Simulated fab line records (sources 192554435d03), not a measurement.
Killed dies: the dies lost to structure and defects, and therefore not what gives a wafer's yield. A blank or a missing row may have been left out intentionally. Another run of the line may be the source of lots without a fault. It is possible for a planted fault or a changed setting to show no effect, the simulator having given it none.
fab line records	flow n5-finfet	part 1 of 2: steps 1 to 4 of 6
record: lots: 21	wafers: 63	last-day: 17
route steps=1938 shown HKMG_FIN@451 GATE_CUT@474
lots that met no fault: taken from a fault-free run of the same line
start-h: start of the lot's first displayed wafer, in hours after the record's first day	wait-h: hours elapsed since this lot's preceding step	" the same as in the row above	L1.1+2: several wafers, shown together as one row	- value missing, or start not given	* or withheld: withheld	< > ~ a bound
route shown NAME@n: NAME is a module with steps in the file, n the number in the route of the first one	usual: average and standard deviation across the fault-free wafers	same: alike in all rows	chamber/n: place in a boat	sites: readings site by site	_std_site: the standard deviation of these	_edge_site: inner sites' mean taken away from outer sites' mean	radius-mm: for every site, how far away it sits from the centre of the wafer	mask NAME#n: copy n	behind: the last tool/chamber to shape the wafer	hold: why the lot went on hold/how many hours it stayed there/how the hold came to an end	device: whichever transistor did not switch (one of n, p or np)	end of line: tests of these same wafers at the route's end	a step given without rows: its recipe and nothing more	killed: at the first sort, the dies lost to defects and structure; wafer yield is something else	map: dies across one wafer; x = killed, . = not, _ = none there
set.NAME: the setting the step ran with; set.NAME@STEP: the setting that earlier step ran with	model.NAME: the simulator's own value behind a step, which no gauge read
the route's steps for a sample of lots (tables are steps, rows are wafers)
services: from which hour (start-h, from the record's first day; less than 0 if before it) a tool's chamber was out of use, for how many hours, and why
== steps ==
step: N5_HKMG_FIN_ETCH_67
recipe: chemistry: N2/H2	target: SOC	target-depth-a: 3889	stop-on: TiN	ion-energy-ev: 100	bias-w: 61	pressure-mtorr: 30	source-w: 850	n2-flow-sccm: 200	h2-flow-sccm: 200
usual: drypump-motor-current-A: 5.7/0.47	oes-product-au: 0.78/0.1	rf-vpp-V: 240.6/1.2	showerhead-plenum-p-Torr: 2.54/0.081	throttle-valve-pct: 17.86/0.24
lot.wafer	tool	chamber	start-h	wait-h	drypump-motor-current-A	oes-product-au	rf-hours-counter-h	rf-vpp-V	showerhead-plenum-p-Torr	throttle-valve-pct
L074.1	rie-diel-04	0	79.19	-	5.6	0.71	203	241.7	2.53	18.20
L074.2	"	3	"	"	5.6	0.77	149	238.5	2.43	17.57
L074.3	"	1	"	"	5.6	0.72	176	240.7	2.53	17.87
L075.1	rie-diel-06	1	83.94	-	5.3	0.71	196	240.0	2.52	17.84
L075.2	"	2	"	"	5.4	0.71	227	241.0	2.51	17.97
L075.4	"	0	"	"	5.5	0.78	109	242.4	2.67	17.88
L076.1	rie-diel-04	0	94.40	-	5.6	0.71	208	241.3	2.52	18.22
L076.2	"	2	"	"	6.5	0.69	235	238.4	2.41	18.19
L076.4	"	1	"	"	5.6	0.72	182	239.3	2.53	17.88
L077.1	rie-diel-04	1	98.84	-	5.6	0.72	183	240.1	2.53	17.89
L077.5	"	0	"	"	5.6	0.71	-	240.6	2.52	18.21
L077.6	"	1	"	"	5.6	0.72	-	240.2	2.53	17.89
L078.1	rie-diel-06	3	105.89	-	6.8	0.76	144	242.1	2.65	17.77
L078.2	"	1	"	"	5.3	0.71	202	240.6	2.52	17.85
L078.3	"	0	"	"	5.5	0.78	116	241.8	2.66	17.89
L079.1	rie-diel-04	0	116.32	-	5.6	0.70	217	240.5	2.52	18.22
L079.2	"	1	"	"	5.6	0.71	190	240.5	2.53	17.90
L079.3	"	2	"	"	6.5	0.68	242	238.6	2.41	18.21
L082.2	rie-diel-06	0	128.71	-	5.5	0.77	122	242.3	2.66	17.92
L082.5	"	3	"	"	6.7	0.75	-	241.9	2.65	17.78
L082.6	"	2	"	"	5.4	0.69	-	238.7	2.51	18.00
L083.1	rie-diel-04	2	134.89	-	6.5	0.68	250	238.9	2.41	18.24
L083.3	"	3	"	"	5.6	0.75	171	238.8	2.43	17.59
L083.5	"	1	"	"	5.6	0.70	-	241.2	2.53	17.91
L084.1	rie-diel-06	0	142.16	-	5.5	0.77	127	242.6	2.66	17.90
L084.3	"	3	"	"	6.8	0.75	158	240.4	2.65	17.79
L084.6	"	1	"	"	5.3	0.70	-	239.8	2.51	17.87
L086.2	rie-diel-04	0	154.37	-	5.6	0.69	232	238.8	2.51	18.26
L086.5	"	3	"	"	5.6	0.74	-	238.3	2.42	17.59
L086.6	"	0	"	"	5.6	0.69	-	240.9	2.51	18.23
L087.3	rie-diel-01	0	157.01	-	5.4	0.97	3	241.5	2.62	17.98
L087.5	"	2	"	"	5.5	0.73	-	240.8	2.53	17.71
L087.6	"	1	"	"	4.9	0.93	-	239.7	2.49	17.50
L088.1	rie-diel-01	2	165.01	-	5.5	0.71	171	241.1	2.53	17.69
L088.3	"	3	"	"	5.8	0.91	27	241.9	2.60	17.67
L088.4	"	0	"	"	5.3	0.95	6	240.4	2.62	17.97
L089.1	rie-diel-06	0	170.63	-	5.5	0.75	138	242.3	2.65	17.93
L089.3	"	1	"	"	5.4	0.68	227	239.7	2.51	17.90
L089.6	"	2	"	"	5.4	0.96	-	240.1	2.50	17.58
L091.1	rie-diel-01	2	179.73	-	5.5	0.72	178	241.8	2.53	17.71
L091.5	"	1	"	"	4.9	0.90	-	241.0	2.49	17.52
L091.6	"	0	"	"	5.4	0.93	-	240.1	2.61	17.98
L090.1	rie-diel-04	1	180.23	-	5.6	0.69	215	240.2	2.52	17.94
L090.3	"	3	"	"	5.6	0.73	188	239.1	2.42	17.61
L090.5	"	2	"	"	6.5	0.94	-	242.8	2.72	17.80
L092.1	rie-diel-01	2	189.84	-	5.5	0.72	181	240.4	2.53	17.74
L092.2	"	3	"	"	5.8	0.88	36	240.6	2.60	17.67
L092.3	"	0	"	"	5.4	0.92	14	240.4	2.61	18.00
L093.1	rie-diel-04	0	192.82	-	5.6	0.68	246	238.1	2.51	18.29
L093.2	"	2	"	"	6.5	0.93	14	242.9	2.72	17.81
L093.4	"	3	"	"	5.6	0.74	-	239.8	2.42	17.64
L094.2	rie-diel-01	0	196.60	-	5.4	0.91	17	240.8	2.61	17.98
L094.4	"	1	"	"	4.8	0.89	30	240.8	2.49	17.54
L094.6	"	3	"	"	5.8	0.88	-	241.8	2.60	17.69
L095.1	rie-diel-04	2	203.04	-	6.5	0.92	18	242.4	2.72	17.79
L095.4	"	3	"	"	5.6	0.73	197	238.7	2.41	17.63
L095.6	"	0	"	"	5.6	0.69	-	239.7	2.51	18.28
L096.2	rie-diel-04	2	212.75	-	6.5	0.91	22	243.6	2.72	17.81
L096.4	"	3	"	"	5.6	0.73	-	237.6	2.41	17.65
L096.6	"	1	"	"	5.6	0.69	-	240.5	2.51	17.95
L097.3	rie-diel-01	2	216.56	-	5.5	0.71	191	240.3	2.52	17.74
L097.4	"	3	"	"	5.8	0.87	46	240.7	2.60	17.68
L097.5	"	1	"	"	4.9	0.88	-	239.5	2.48	17.52
step: N5_GATE_CUT_PECVD_57
recipe: material: SiNx	target-thk-a: 210	temp-c: 400	precursor: SiH4/NH3/N2	pressure-torr: 1.5	rf-w: 300
usual: heater-power-w: 842/99	showerhead-plenum-p-Torr: 5.15/0.046	throttle-valve-pct: 39.5/2.3
lot.wafer	tool	chamber	start-h	wait-h	heater-power-w	showerhead-plenum-p-Torr	throttle-valve-pct
L074.1	pecvd-01	1	84.05	1.1	707	5.19	39.7
L074.2	"	0	"	"	669	5.18	39.1
L074.3	"	2	"	"	787	5.20	37.9
L075.1	pecvd-02	0	88.98	1.1	675	5.09	41.3
L075.2	"	2	"	"	857	5.08	41.7
L075.4	"	0	"	"	679	5.08	41.4
L076.1	pecvd-03	0	99.94	1.1	779	5.12	35.3
L076.2	"	1	"	"	1054	5.15	40.7
L076.4	"	2	"	"	913	5.19	39.7
L077.1	pecvd-03	0	103.69	1.1	860	5.11	35.4
L077.5	"	2	"	"	791	5.20	39.7
L077.6	"	1	"	"	1055	5.14	40.6
L078.1	pecvd-03	1	110.76	1.1	918	5.15	40.7
L078.2	"	0	"	"	872	5.10	35.0
L078.3	"	2	"	"	835	5.20	39.7
L079.1	pecvd-01	0	121.16	1.1	656	5.18	38.5
L079.2	"	2	"	"	814	5.22	38.3
L079.3	"	1	"	"	742	5.22	39.7
L082.2	pecvd-01	2	133.54	1.1	790	5.21	38.2
L082.5	"	2	"	"	778	5.22	38.2
L082.6	"	0	"	"	717	5.19	38.9
L083.1	pecvd-03	0	139.72	1.1	874	5.11	35.7
L083.3	"	1	"	"	1040	5.14	40.6
L083.5	"	0	"	"	884	5.10	35.2
L084.1	pecvd-02	1	147.00	1.1	858	5.16	42.9
L084.3	"	2	"	"	996	5.08	41.7
L084.6	"	0	"	"	754	5.08	41.7
L086.2	pecvd-03	2	159.20	1.1	849	5.21	39.8
L086.5	"	2	"	"	852	5.20	39.6
L086.6	"	0	"	"	844	5.12	35.4
L087.3	pecvd-03	2	162.00	1.1	796	5.20	40.1
L087.5	"	0	"	"	765	5.11	35.3
L087.6	"	2	"	"	821	5.20	40.1
L088.1	pecvd-02	0	169.88	1.1	800	5.08	41.8
L088.3	"	1	"	"	876	5.17	42.5
L088.4	"	2	"	"	995	5.10	42.2
L089.1	pecvd-03	0	175.46	1.1	811	5.11	35.5
L089.3	"	2	"	"	912	5.19	40.0
L089.6	"	2	"	"	915	5.20	39.7
L091.1	pecvd-01	2	184.64	1.1	808	5.22	38.1
L091.5	"	2	"	"	802	5.22	38.3
L091.6	"	1	"	"	736	5.20	39.9
L090.1	pecvd-03	1	186.81	1.1	930	5.15	40.5
L090.3	"	2	"	"	903	5.20	39.8
L090.5	"	0	"	"	830	5.11	35.3
L092.1	pecvd-01	0	194.69	1.1	684	5.20	38.9
L092.2	"	2	"	"	772	5.22	38.5
L092.3	"	1	"	"	751	5.22	40.0
L093.1	pecvd-02	2	197.65	1.1	879	5.09	42.1
L093.2	"	1	"	"	863	5.16	42.6
L093.4	"	0	"	"	715	5.08	42.0
L094.2	pecvd-03	1	201.82	1.1	902	5.15	40.8
L094.4	"	1	"	"	913	5.14	40.6
L094.6	"	2	"	"	788	5.20	40.0
L095.1	pecvd-03	0	208.14	1.1	855	5.11	35.5
L095.4	"	1	"	"	875	5.14	40.5
L095.6	"	0	"	"	831	5.12	35.4
L096.2	pecvd-03	2	217.76	1.1	896	5.20	39.9
L096.4	"	0	"	"	779	5.12	35.6
L096.6	"	1	"	"	921	5.12	40.6
L097.3	pecvd-03	0	221.38	1.1	790	5.12	35.4
L097.4	"	0	"	"	784	5.10	35.7
L097.5	"	2	"	"	751	5.19	40.1
step: N5_GATE_CUT_ETCH_36
recipe: chemistry: CF4	target: SiARC	target-depth-a: 130	mask-material: CAR-EUV	time-s: 21.7	ion-energy-ev: 80	pressure-mtorr: 40	source-w: 545	bias-w: 36	Ar_flow_sccm: 100	cf4-flow-sccm: 100	ends: cleared
usual: drypump-motor-current-A: 5.6/0.42	etch-rf-on-time-s: 21.69/0.25	oes-product-au: 0.68/0.067	rf-vpp-V: 184.4/1.2	showerhead-plenum-p-Torr: 2.17/0.061	throttle-valve-pct: 15.54/0.26
lot.wafer	tool	chamber	start-h	wait-h	drypump-motor-current-A	etch-rf-on-time-s	oes-product-au	rf-hours-counter-h	rf-vpp-V	showerhead-plenum-p-Torr	throttle-valve-pct
L074.1	rie-diel-02	3	84.97	0.0	5.8	21.38	0.66	145	186.0	2.23	15.62
L074.2	"	2	"	"	5.2	21.27	0.68	133	185.5	2.14	15.66
L074.3	"	1	"	"	5.4	21.35	0.81	6	185.6	2.18	15.22
L075.1	rie-diel-05	3	90.03	0.0	5.5	21.48	0.66	136	184.4	2.06	15.67
L075.2	"	0	"	"	6.5	21.78	0.60	205	181.7	2.13	15.95
L075.4	"	1	"	"	5.0	22.18	0.62	178	184.6	2.21	15.47
L076.1	rie-diel-05	2	100.86	0.0	6.3	21.72	0.61	191	183.8	2.04	15.88
L076.2	"	1	"	"	5.0	22.14	0.62	181	185.3	2.21	15.47
L076.4	"	3	"	"	5.5	21.25	0.66	139	183.6	2.06	15.68
L077.1	rie-diel-05	3	104.82	0.0	5.5	21.34	0.66	140	183.1	2.06	15.68
L077.5	"	1	"	"	5.0	22.17	0.62	-	185.9	2.21	15.46
L077.6	"	2	"	"	6.3	21.61	0.61	-	183.8	2.04	15.89
L078.1	rie-diel-05	1	111.68	0.0	5.0	22.31	0.62	185	185.7	2.21	15.49
L078.2	"	2	"	"	6.3	22.09	0.60	194	182.3	2.04	15.89
L078.3	"	3	"	"	5.5	21.61	0.66	142	182.7	2.06	15.67
L079.1	rie-diel-02	2	122.43	0.0	5.2	21.30	0.67	146	184.6	2.14	15.68
L079.2	"	0	"	"	5.9	21.82	0.81	11	185.1	2.27	15.04
L079.3	"	3	"	"	5.7	21.93	0.64	158	185.8	2.23	15.67
L082.2	rie-diel-03	2	134.59	0.0	4.8	22.16	0.58	246	185.3	2.20	15.92
L082.5	"	1	"	"	5.4	21.67	0.70	-	185.5	2.16	15.43
L082.6	"	0	"	"	5.6	21.63	0.70	-	184.7	2.16	15.43
L083.1	rie-diel-05	1	140.70	0.0	5.0	22.22	0.62	193	184.9	2.20	15.49
L083.3	"	0	"	"	6.4	21.82	0.59	221	184.0	2.12	15.99
L083.5	"	1	"	"	5.0	22.21	0.62	-	184.6	2.20	15.49
L084.1	rie-diel-03	1	148.04	0.0	5.4	21.60	0.70	97	184.7	2.16	15.44
L084.3	"	0	"	"	5.5	21.61	0.70	86	183.9	2.16	15.45
L084.6	"	0	"	"	5.5	21.47	0.69	-	184.0	2.16	15.45
L086.2	rie-diel-02	1	160.44	0.0	5.4	21.88	0.75	28	185.1	2.18	15.26
L086.5	"	2	"	"	5.2	21.66	0.66	-	184.4	2.14	15.71
L086.6	"	1	"	"	5.4	21.74	0.75	-	184.0	2.18	15.25
L087.3	rie-diel-02	0	163.04	0.0	5.9	21.76	0.78	23	184.4	2.27	15.08
L087.5	"	3	"	"	5.8	21.60	0.64	-	185.7	2.23	15.67
L087.6	"	2	"	"	5.2	21.36	0.66	-	185.3	2.14	15.70
L088.1	rie-diel-02	0	170.80	0.0	5.9	21.81	0.78	26	185.4	2.27	15.06
L088.3	"	1	"	"	5.4	21.60	0.74	31	185.4	2.17	15.26
L088.4	"	3	"	"	5.8	21.55	0.64	171	186.4	2.22	15.67
L089.1	rie-diel-02	0	176.59	0.0	5.9	21.80	0.78	28	185.1	2.27	15.07
L089.3	"	1	"	"	5.4	21.61	0.74	33	184.7	2.17	15.27
L089.6	"	3	"	"	5.8	21.82	0.64	-	185.9	2.22	15.68
L091.1	rie-diel-03	2	185.66	0.0	4.8	21.58	0.80	8	185.3	2.19	15.43
L091.5	"	2	"	"	4.8	21.48	0.82	-	184.7	2.19	15.45
L091.6	"	1	"	"	5.4	21.47	0.69	-	185.0	2.16	15.48
L090.1	rie-diel-03	0	187.73	0.0	5.5	21.45	0.70	99	184.6	2.15	15.47
L090.3	"	2	"	"	4.9	21.45	0.82	9	184.3	2.19	15.45
L090.5	"	3	"	"	5.3	21.76	0.60	-	184.4	2.13	15.66
L092.1	rie-diel-02	2	195.91	0.0	5.2	21.38	0.66	167	183.4	2.13	15.72
L092.2	"	1	"	"	5.4	21.49	0.74	40	184.5	2.17	15.29
L092.3	"	0	"	"	5.9	21.82	0.78	34	183.2	2.26	15.10
L093.1	rie-diel-03	1	198.69	0.0	5.4	21.62	0.69	111	182.5	2.16	15.46
L093.2	"	3	"	"	5.3	22.09	0.60	200	181.5	2.13	15.66
L093.4	"	0	"	"	5.5	21.86	0.69	102	184.7	2.15	15.47
L094.2	rie-diel-02	2	202.76	0.0	5.2	21.43	0.66	169	185.3	2.13	15.75
L094.4	"	1	"	"	5.4	21.41	0.73	42	185.5	2.17	15.30
L094.6	"	3	"	"	5.8	21.93	0.62	-	184.6	2.22	15.70
L095.1	rie-diel-02	1	209.29	0.0	5.4	21.59	0.73	43	184.3	2.17	15.30
L095.4	"	0	"	"	5.9	21.94	0.77	38	185.9	2.26	15.10
L095.6	"	0	"	"	5.9	21.87	0.77	-	185.8	2.26	15.10
L096.2	rie-diel-02	0	218.84	0.0	5.9	21.88	0.76	41	185.0	2.26	15.10
L096.4	"	1	"	"	5.4	21.70	0.72	46	185.7	2.17	15.30
L096.6	"	1	"	"	5.4	21.79	0.72	-	184.0	2.17	15.29
L097.3	rie-diel-02	1	222.33	0.0	5.4	21.55	0.72	47	184.5	2.17	15.30
L097.4	"	0	"	"	5.9	21.82	0.76	42	185.5	2.26	15.11
L097.5	"	1	"	"	5.4	21.70	0.73	-	183.8	2.17	15.30
step: N5_GATE_CUT_STRIP_41
recipe: chemistry: CF4	resist: SiARC	power-w: 300	bias-power-w: 75	pressure-mtorr: 50	cf4-flow-sccm: 150	rf-frequency-hz: 6e+07
usual: drypump-motor-current-A: 5.6/0.42	oes-product-au: 0.183/0.017	rf-vpp-V: 271.7/1.3	showerhead-plenum-p-Torr: 1.82/0.051	throttle-valve-pct: 13.52/0.27
lot.wafer	tool	chamber	start-h	wait-h	drypump-motor-current-A	oes-product-au	rf-hours-counter-h	rf-vpp-V	showerhead-plenum-p-Torr	throttle-valve-pct
L074.1	rie-diel-02	3	85.14	0.0	5.7	0.177	146	273.5	1.87	13.60
L074.2	"	2	"	"	5.2	0.174	133	270.6	1.80	13.66
L074.3	"	1	"	"	5.4	0.213	6	271.9	1.83	13.18
L075.1	rie-diel-05	3	90.20	0.0	5.5	0.178	136	269.4	1.72	13.61
L075.2	"	0	"	"	6.5	0.160	205	270.9	1.78	13.94
L075.4	"	1	"	"	5.0	0.171	178	272.5	1.85	13.46
L076.1	rie-diel-05	2	101.03	0.0	6.4	0.164	191	270.0	1.72	13.85
L076.2	"	1	"	"	5.0	0.172	181	272.0	1.85	13.46
L076.4	"	3	"	"	5.5	0.175	139	270.5	1.72	13.63
L077.1	rie-diel-05	3	104.99	0.0	5.5	0.180	140	267.8	1.72	13.65
L077.5	"	1	"	"	5.0	0.169	-	272.2	1.84	13.46
L077.6	"	2	"	"	6.4	0.162	-	269.8	1.72	13.88
L078.1	rie-diel-05	1	111.85	0.0	5.0	0.169	185	272.1	1.84	13.48
L078.2	"	2	"	"	6.3	0.163	194	270.6	1.72	13.87
L078.3	"	3	"	"	5.5	0.179	142	270.1	1.72	13.65
L079.1	rie-diel-02	2	122.60	0.0	5.2	0.184	146	272.0	1.80	13.67
L079.2	"	0	"	"	5.9	0.221	11	273.4	1.90	13.01
L079.3	"	3	"	"	5.8	0.172	158	271.3	1.87	13.63
L082.2	rie-diel-03	2	134.76	0.0	4.9	0.160	246	271.1	1.84	13.91
L082.5	"	1	"	"	5.4	0.191	-	271.5	1.81	13.38
L082.6	"	0	"	"	5.5	0.194	-	271.1	1.81	13.42
L083.1	rie-diel-05	1	140.87	0.0	5.0	0.170	193	272.3	1.84	13.49
L083.3	"	0	"	"	6.5	0.158	221	270.6	1.78	13.95
L083.5	"	1	"	"	5.0	0.170	-	273.9	1.84	13.50
L084.1	rie-diel-03	1	148.21	0.0	5.5	0.190	98	271.8	1.80	13.40
L084.3	"	0	"	"	5.5	0.191	86	271.6	1.81	13.42
L084.6	"	0	"	"	5.6	0.186	-	272.8	1.81	13.42
L086.2	rie-diel-02	1	160.61	0.0	5.4	0.200	28	272.5	1.83	13.23
L086.5	"	2	"	"	5.2	0.180	-	272.0	1.80	13.72
L086.6	"	1	"	"	5.4	0.204	-	272.7	1.83	13.22
L087.3	rie-diel-02	0	163.21	0.0	5.9	0.213	23	272.6	1.90	13.03
L087.5	"	3	"	"	5.8	0.175	-	272.7	1.86	13.67
L087.6	"	2	"	"	5.1	0.178	-	270.9	1.80	13.71
L088.1	rie-diel-02	0	170.97	0.0	5.9	0.213	26	273.2	1.90	13.04
L088.3	"	1	"	"	5.4	0.190	31	271.7	1.83	13.22
L088.4	"	3	"	"	5.8	0.172	171	273.0	1.86	13.66
L089.1	rie-diel-02	0	176.76	0.0	5.9	0.215	28	274.0	1.90	13.05
L089.3	"	1	"	"	5.4	0.200	33	271.8	1.82	13.23
L089.6	"	3	"	"	5.8	0.172	-	273.5	1.86	13.68
L091.1	rie-diel-03	2	185.84	0.0	4.8	0.217	8	273.2	1.84	13.38
L091.5	"	2	"	"	4.8	0.218	-	271.3	1.84	13.39
L091.6	"	1	"	"	5.4	0.184	-	270.5	1.80	13.43
L090.1	rie-diel-03	0	187.90	0.0	5.5	0.186	99	270.9	1.81	13.48
L090.3	"	2	"	"	4.8	0.220	9	271.7	1.84	13.38
L090.5	"	3	"	"	5.3	0.165	-	269.7	1.78	13.66
L092.1	rie-diel-02	2	196.08	0.0	5.2	0.180	167	272.5	1.79	13.73
L092.2	"	1	"	"	5.4	0.200	40	270.3	1.82	13.26
L092.3	"	0	"	"	5.9	0.210	34	272.4	1.89	13.07
L093.1	rie-diel-03	1	198.86	0.0	5.4	0.184	111	271.5	1.80	13.44
L093.2	"	3	"	"	5.4	0.155	200	272.1	1.78	13.64
L093.4	"	0	"	"	5.5	0.187	102	271.3	1.81	13.48
L094.2	rie-diel-02	2	202.93	0.0	5.2	0.176	169	270.9	1.79	13.71
L094.4	"	1	"	"	5.4	0.201	42	271.3	1.82	13.26
L094.6	"	3	"	"	5.8	0.169	-	273.1	1.86	13.70
L095.1	rie-diel-02	1	209.46	0.0	5.4	0.192	43	271.2	1.82	13.27
L095.4	"	0	"	"	5.9	0.206	38	273.7	1.89	13.07
L095.6	"	0	"	"	5.9	0.192	-	274.1	1.89	13.08
L096.2	rie-diel-02	0	219.01	0.0	5.9	0.208	41	273.0	1.89	13.07
L096.4	"	1	"	"	5.4	0.196	46	273.2	1.82	13.27
L096.6	"	1	"	"	5.4	0.192	-	271.3	1.82	13.27
L097.3	rie-diel-02	1	222.51	0.0	5.4	0.193	47	272.2	1.82	13.28
L097.4	"	0	"	"	5.9	0.203	42	274.4	1.89	13.08
L097.5	"	1	"	"	5.4	0.198	-	273.6	1.82	13.28
